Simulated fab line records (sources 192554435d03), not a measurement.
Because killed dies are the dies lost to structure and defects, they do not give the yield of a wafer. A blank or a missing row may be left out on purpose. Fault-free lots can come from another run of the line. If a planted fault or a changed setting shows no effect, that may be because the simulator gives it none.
Split-lot study | flow n5_finfet | 7 lots, 21 wafers read, on a route of 1938 steps

## THE SPLIT ITSELF
At N5_FIN_CUT_EXPOSE_05 (exposes mask FIN CUT), the setting dose_mj was moved away from the recipe's 45.75 on 10 of the 21 wafers read, by -6.2% to +7.4%. For the rest of the wafers, this setting stayed at what the recipe calls for.

## FROM THE SPLIT TO THE READING: what the file shows between them, 2 steps
- N5_FIN_CUT_PEB_06: peb time 60 s
- N5_FIN_CUT_DEVELOP_07: develop time 30 s

## THE READING
cd_nm, in nm, at N5_FIN_CUT_CD_MEAS_08 (target cd 29.1 nm). Typical for fault-free wafers on this fab line: 29.09 nm, with standard deviation 0.22 nm.

wafer  | tool, chamber at the split | dose_mj as run | against the recipe | cd_nm, nm | against lot-mates on the recipe
L074.1 | euv_scanner-01, 0          | 49.12          | +7.4%              | 30.22     | +1.10
L074.4 | euv_scanner-01, 0          | 45.75          | recipe             | 29.12     | -
L074.5 | euv_scanner-01, 0          | 49.12          | +7.4%              | 30.11     | +0.99
L080.1 | euv_scanner-01, 0          | 47.24          | +3.3%              | 29.77     | +0.50
L080.3 | euv_scanner-01, 0          | 47.24          | +3.3%              | 29.45     | +0.18
L080.6 | euv_scanner-01, 0          | 45.75          | recipe             | 29.27     | -
L084.1 | euv_scanner-01, 0          | 47.5           | +3.8%              | 30.18     | +1.08
L084.2 | euv_scanner-01, 0          | 45.75          | recipe             | 29.10     | -
L084.3 | euv_scanner-01, 0          | 47.5           | +3.8%              | 29.81     | +0.71
L087.2 | euv_scanner-02, 0          | 45.75          | recipe             | 28.67     | -
L087.3 | euv_scanner-02, 0          | 48.97          | +7.0%              | 30.01     | +1.18
L087.6 | euv_scanner-02, 0          | 45.75          | recipe             | 28.98     | -
L091.1 | euv_scanner-01, 0          | 45.75          | recipe             | 28.89     | -
L091.4 | euv_scanner-01, 0          | 48.96          | +7.0%              | 30.18     | +1.29
L091.5 | euv_scanner-01, 0          | 48.96          | +7.0%              | 30.46     | +1.57
L094.1 | euv_scanner-01, 0          | 45.75          | recipe             | 29.13     | -
L094.3 | euv_scanner-01, 0          | 45.75          | recipe             | 29.31     | -
L094.5 | euv_scanner-01, 0          | 42.92          | -6.2%              | 28.03     | -1.19
L095.3 | euv_scanner-01, 0          | 45.75          | recipe             | 28.99     | -
L095.4 | euv_scanner-01, 0          | 45.75          | recipe             | 29.19     | -
L095.6 | euv_scanner-01, 0          | 45.75          | recipe             | 29.16     | -

FIT RESULTS
A straight line over all 21 wafers: cd_nm changes by +0.164 nm for each +1% of dose_mj; r = +0.95; the points scatter about the line by 0.2 nm.
The same after taking each lot's own level away (the mean of its wafers on the recipe; 21 wafers): +0.176 nm for each +1%; r = +0.96; scatter 0.19 nm.
The reading moves by 1.3 nm for the largest change in dose_mj, on that fit.
From 28.825 to 29.270 nm: that is the span of the lots' own levels, equal to 2.0 times the standard deviation above.
Hence the lot-to-lot level has little effect on the slope; both slopes agree.
Check: with one of the wafers moved furthest among these (+7.4%) left out of the fit, the line predicts +1.32 nm for it against its lot-mates. It came out at +1.1 nm against them.

## OTHER SPLITS ON THESE WAFERS
These wafers also went through other splits before the reading. Each is held against what the fit with the lots' levels taken away leaves over:
other split on the same wafers        | wafers away from the commonest value | r with cd_nm (lot level and that fit taken away)
N5_ZERO_LAYER_ETCH_18 icp_w           | 9                                    | +0.60
N5_WELL_APT_EXPOSE_05 dose_mj         | 9                                    | -0.41
N5_FIN_SAQP_PEB_14 peb_time_s         | 7                                    | +0.31
N5_FIN_SAQP_DEVELOP_15 develop_time_s | 7                                    | -0.38

## THE WHOLE CHAIN: every reading that the file lists as answering this split, in the file's order
step                  | what it does                                                | reading                                                               | change (the file's fit)               | r (the file's)
N5_FIN_CUT_CD_MEAS_08 | target cd 29.1 nm                                           | cd_nm                                                                 | +0.176 nm for each +1% of the setting | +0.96
N5_FIN_CUT_ETCH_30    | etches underlayer in N2/H2, target depth 13 nm, time 10.4 s | FIN_CUT.cd_offset_nm (the simulator's own value, which no gauge read) | +0.18 nm for each +1% of the setting  | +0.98
N5_FIN_CUT_ETCH_20    | etches SiARC in CF4, target depth 26 nm, time 43.3 s        | FIN_CUT.cd_offset_nm (the simulator's own value, which no gauge read) | +0.189 nm for each +1% of the setting | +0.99

## FILE'S OWN FIT
cd_nm changes by +0.176 nm for each +1% of dose_mj, r = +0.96.
